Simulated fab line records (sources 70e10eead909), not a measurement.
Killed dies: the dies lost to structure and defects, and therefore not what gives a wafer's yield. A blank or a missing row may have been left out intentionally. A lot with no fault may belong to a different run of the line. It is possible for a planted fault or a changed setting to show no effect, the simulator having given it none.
fab line records ; flow nandHarc ; part 2 of 2: steps 35 to 45 of 45
record lots=5; wafers=15; lastDay=34
route steps=1302 shown A_DECK1_JOINT@523 A_ONON_D2@545
lots untouched by any fault: they come from a run of this same line in which no faults occurred
startH: hours from the record's opening day to when the first of the lot's shown wafers began ; waitH: how many hours have passed since the lot's step before this one ; " repeats the value in the row above ; L1.1+2: a single row standing in for several wafers ; - no value present, or no start provided ; * or withheld: withheld ; < > ~ a bound
route shown NAME@n: a module of which the file shows steps, and the number in the route of the first ; usual: mean and standard deviation over wafers with no fault ; same: alike in all rows ; chamber/n: place in a boat ; sites: each site's reading ; _std_site: the standard deviation of these ; _edge_site: outer sites' mean less inner sites' ; radiusMm: how far each site lies from the wafer's centre ; mask NAME#n: copy n ; behind: the last tool/chamber to shape the wafer ; hold: why the lot went on hold/how many hours it stayed there/how the hold came to an end ; device: the n, p or np transistor that did not switch ; end of line: tests run on the same wafers once the route is complete ; a step with no rows: only its recipe ; killed: dies lost to structure and defects at the first sort, not the wafer's yield ; map: the dies of a wafer, with x for killed, . for not killed, _ for no die there
set.NAME: the setting the step ran with; set.NAME@STEP: the setting that earlier step ran with ; model.NAME: the simulator's own value behind a step, which no gauge read
lots seen at some steps along the route; tables by step, rows by wafer
services: from which hour (startH, from the record's first day; less than 0 if before it) a tool's chamber was out of use, for how many hours, and why
## steps
# step NHARC_A_ONON_D2_DEP_19
# recipe targetThkA=10000; n2FlowSccm=2750; n2oFlowSccm=2000; nh3FlowSccm=500; sih4FlowSccm=210; tempC=400
lot.wafer;tool;chamber;startH;waitH
L087.1+2+5;pecvdOnon-02;0;413.20;0.1
L088.1+2+4;pecvdOnon-03;0;426.71;0.1
L089.1+2+5;pecvdOnon-03;0;441.12;0.1
L095.1+2+3;pecvdOnon-02;0;504.11;0.1
L096.1+4+5;pecvdOnon-03;0;519.41;0.1
# step NHARC_A_ONON_D2_THK_MEAS_21
# recipe thkMeasGauge=ellipsometry
# usual thkNm=999/7.2
lot.wafer;tool;chamber;startH;waitH;thkNm
L087.1;filmMetro-02;-;413.71;-;1002
L087.2;filmMetro-02;-;413.71;-;1000
L087.5;filmMetro-02;-;413.71;-;1000
L088.1;filmMetro-01;-;427.22;-;991
L088.2;filmMetro-01;-;427.22;-;989
L088.4;filmMetro-01;-;427.22;-;989
L089.1;filmMetro-02;-;441.64;-;1002
L089.2;filmMetro-02;-;441.64;-;1001
L089.5;filmMetro-02;-;441.64;-;1000
L095.1;filmMetro-01;-;504.62;-;1007
L095.2;filmMetro-01;-;504.62;-;1007
L095.3;filmMetro-01;-;504.62;-;1006
L096.1;filmMetro-02;-;519.92;-;1002
L096.4;filmMetro-02;-;519.92;-;1001
L096.5;filmMetro-02;-;519.92;-;1004
# step NHARC_A_ONON_D2_DEP_22
# recipe targetThkA=10000; n2FlowSccm=2750; n2oFlowSccm=2000; nh3FlowSccm=500; sih4FlowSccm=210; tempC=400
lot.wafer;tool;chamber;startH;waitH
L087.1+2+5;pecvdOnon-02;0;413.77;0.1
L088.1+2+4;pecvdOnon-02;0;427.27;0.1
L089.1+2+5;pecvdOnon-02;0;441.69;0.1
L095.1+2+3;pecvdOnon-03;0;504.67;0.1
L096.1+4+5;pecvdOnon-03;0;519.98;0.1
# step NHARC_A_ONON_D2_THK_MEAS_24
# recipe thkMeasGauge=ellipsometry
# usual thkNm=995/8
lot.wafer;tool;chamber;startH;waitH;thkNm
L087.1;filmMetro-01;-;414.28;-;1003
L087.2;filmMetro-01;-;414.28;-;1000
L087.5;filmMetro-01;-;414.28;-;1001
L088.1;filmMetro-01;-;427.79;-;995
L088.2;filmMetro-01;-;427.79;-;994
L088.4;filmMetro-01;-;427.79;-;994
L089.1;filmMetro-02;-;442.21;-;994
L089.2;filmMetro-02;-;442.21;-;994
L089.5;filmMetro-02;-;442.21;-;996
L095.1;filmMetro-02;-;505.18;-;989
L095.2;filmMetro-02;-;505.18;-;989
L095.3;filmMetro-02;-;505.18;-;991
L096.1;filmMetro-02;-;520.48;-;990
L096.4;filmMetro-02;-;520.48;-;992
L096.5;filmMetro-02;-;520.48;-;992
# step NHARC_A_ONON_D2_DEP_25
# recipe targetThkA=10000; n2FlowSccm=2750; n2oFlowSccm=2000; nh3FlowSccm=500; sih4FlowSccm=210; tempC=400
lot.wafer;tool;chamber;startH;waitH
L087.1+2+5;pecvdOnon-02;0;414.33;0.1
L088.1+2+4;pecvdOnon-04;0;427.84;0.1
L089.1+2+5;pecvdOnon-04;0;442.26;0.1
L095.1+2+3;pecvdOnon-04;0;505.24;0.1
L096.1+4+5;pecvdOnon-03;0;520.54;0.1
# step NHARC_A_ONON_D2_THK_MEAS_27
# recipe thkMeasGauge=ellipsometry
# usual thkNm=1000/11
lot.wafer;tool;chamber;startH;waitH;thkNm
L087.1;filmMetro-02;-;414.85;-;1018
L087.2;filmMetro-02;-;414.85;-;1019
L087.5;filmMetro-02;-;414.85;-;1020
L088.1;filmMetro-02;-;428.35;-;998
L088.2;filmMetro-02;-;428.35;-;998
L088.4;filmMetro-02;-;428.35;-;997
L089.1;filmMetro-02;-;442.78;-;987
L089.2;filmMetro-02;-;442.78;-;987
L089.5;filmMetro-02;-;442.78;-;987
L095.1;filmMetro-01;-;505.75;-;1001
L095.2;filmMetro-01;-;505.75;-;1002
L095.3;filmMetro-01;-;505.75;-;1001
L096.1;filmMetro-01;-;521.07;-;1001
L096.4;filmMetro-01;-;521.07;-;1000
L096.5;filmMetro-01;-;521.07;-;1001
# step NHARC_A_ONON_D2_DEP_28
# recipe targetThkA=10000; n2FlowSccm=2750; n2oFlowSccm=2000; nh3FlowSccm=500; sih4FlowSccm=210; tempC=400
lot.wafer;tool;chamber;startH;waitH
L087.1+2+5;pecvdOnon-02;0;414.90;0.1
L088.1+2+4;pecvdOnon-04;0;428.41;0.1
L089.1+2+5;pecvdOnon-02;0;442.84;0.1
L095.1+2+3;pecvdOnon-03;0;505.81;0.1
L096.1+4+5;pecvdOnon-04;0;521.13;0.1
# step NHARC_A_ONON_D2_THK_MEAS_30
# recipe thkMeasGauge=ellipsometry
# usual thkNm=998/10
lot.wafer;tool;chamber;startH;waitH;thkNm
L087.1;filmMetro-02;-;415.40;-;993
L087.2;filmMetro-02;-;415.40;-;992
L087.5;filmMetro-02;-;415.40;-;993
L088.1;filmMetro-01;-;428.91;-;995
L088.2;filmMetro-01;-;428.91;-;996
L088.4;filmMetro-01;-;428.91;-;997
L089.1;filmMetro-02;-;443.35;-;1016
L089.2;filmMetro-02;-;443.35;-;1015
L089.5;filmMetro-02;-;443.35;-;1015
L095.1;filmMetro-02;-;506.31;-;1006
L095.2;filmMetro-02;-;506.31;-;1005
L095.3;filmMetro-02;-;506.31;-;1007
L096.1;filmMetro-02;-;521.64;-;994
L096.4;filmMetro-02;-;521.64;-;994
L096.5;filmMetro-02;-;521.64;-;994
# step NHARC_A_ONON_D2_DEP_33
# recipe targetThkA=2000; tempC=400; pressureTorr=6.5; rfW=900; teosFlowSccm=161.4; flowSccm=2650; targetThkNm=200; gas=O2; material=SiO2
# usual heaterPowerW=531/90; mfcPrecursorSccm=161.4/0.48; rfFwdPowerW=897.9/2.7; throttleValvePct=15.8/0.33
lot.wafer;tool;chamber;startH;waitH;heaterPowerW;mfcPrecursorSccm;rfFwdPowerW;throttleValvePct
L087.2;pecvd-04;0;416.29;0.9;699;161.6;894.3;15.6
L087.1;pecvd-04;1;416.29;0.9;485;161.7;895.4;16.0
L087.5;pecvd-04;0;416.29;0.9;713;161.6;898.9;15.7
L088.1;pecvd-03;2;429.01;0.1;512;162.1;903.3;15.7
L088.2;pecvd-03;0;429.01;0.1;570;161.3;900.2;15.5
L088.4;pecvd-03;1;429.01;0.1;478;162.1;894.4;15.5
L089.2;pecvd-03;1;443.45;0.1;527;160.8;901.0;15.5
L089.1;pecvd-03;2;443.45;0.1;489;161.1;897.9;15.4
L089.5;pecvd-03;2;443.45;0.1;504;161.6;903.0;15.6
L095.2;pecvd-02;2;506.47;0.2;399;161.4;900.5;15.6
L095.3;pecvd-02;0;506.47;0.2;585;161.8;898.4;15.7
L095.1;pecvd-02;1;506.47;0.2;418;161.4;896.7;15.9
L096.1;pecvd-02;0;521.74;0.1;633;161.0;901.2;16.0
L096.5;pecvd-02;2;521.74;0.1;423;161.4;895.1;15.6
L096.4;pecvd-02;0;521.74;0.1;660;161.0;899.1;15.8
# step NHARC_A_ONON_D2_THK_MEAS_34
# recipe thkMeasGauge=ellipsometry
# usual thkNm=201.1/2.3
lot.wafer;tool;chamber;startH;waitH;thkNm
L087.1;filmMetro-01;-;416.71;-;200.1
L087.2;filmMetro-01;-;416.71;-;199.0
L087.5;filmMetro-01;-;416.71;-;201.2
L088.1;filmMetro-02;-;429.38;-;195.1
L088.2;filmMetro-02;-;429.38;-;201.0
L088.4;filmMetro-02;-;429.38;-;203.0
L089.1;filmMetro-02;-;443.81;-;197.7
L089.2;filmMetro-02;-;443.81;-;201.9
L089.5;filmMetro-02;-;443.81;-;201.7
L095.1;filmMetro-02;-;506.88;-;200.1
L095.2;filmMetro-02;-;506.88;-;202.6
L095.3;filmMetro-02;-;506.88;-;203.0
L096.1;filmMetro-01;-;522.11;-;202.7
L096.4;filmMetro-01;-;522.11;-;204.8
L096.5;filmMetro-01;-;522.11;-;206.1
# step NHARC_A_ONON_D2_INSPECT_32
# usual rawDefectCount=397/150
lot.wafer;tool;chamber;startH;waitH;rawDefectCount
L087.1;defectInspect-01;-;416.77;0.0;522
L087.2;defectInspect-01;-;416.77;0.0;247
L087.5;defectInspect-01;-;416.77;0.0;426
L088.1;defectInspect-01;-;429.47;0.0;374
L088.2;defectInspect-01;-;429.47;0.0;267
L088.4;defectInspect-01;-;429.47;0.0;259
L089.1;defectInspect-02;-;443.88;0.0;364
L089.2;defectInspect-02;-;443.88;0.0;422
L089.5;defectInspect-02;-;443.88;0.0;330
L095.1;defectInspect-01;-;506.95;0.0;332
L095.2;defectInspect-01;-;506.95;0.0;612
L095.3;defectInspect-01;-;506.95;0.0;374
L096.1;defectInspect-01;-;522.17;0.0;303
L096.4;defectInspect-01;-;522.17;0.0;326
L096.5;defectInspect-01;-;522.17;0.0;224
## services
tool;chamber;startH;hours;kind
rieSi-06;2;349.28;5.1;repair
wetBench-09;-;352.80;8.0;pm
cmp-03;-;358.03;4.0;pm
fcvd-01;-;366.00;13.0;pm
pecvdOnon-02;-;366.33;13.0;pm
lpcvdPoly-03;-;386.36;26.0;pm
pecvd-02;-;408.11;13.0;pm
pecvdOnon-03;-;408.32;13.0;pm
wetH3po4-02;-;424.28;8.0;pm
rieSi-06;-;426.00;9.0;pm
cmp-02;-;428.81;4.0;pm
wetBench-05;-;436.80;8.0;pm
cmp-03;-;437.16;1.4;repair
wetH3po4-02;-;440.39;1.7;repair
pecvdOnon-03;-;447.69;5.4;repair
pecvd-04;-;450.00;13.0;pm
wetBench-01;-;453.60;8.0;pm
fcvd-01;1;454.47;10.7;repair
cmp-03;-;456.03;4.0;pm
rieSi-06;2;456.99;5.6;repair
furnace-08;-;478.57;26.0;pm
pecvd-04;-;483.89;0.4;repair
pecvdOnon-04;-;492.17;13.0;pm
rieSi-06;2;502.56;1.3;repair
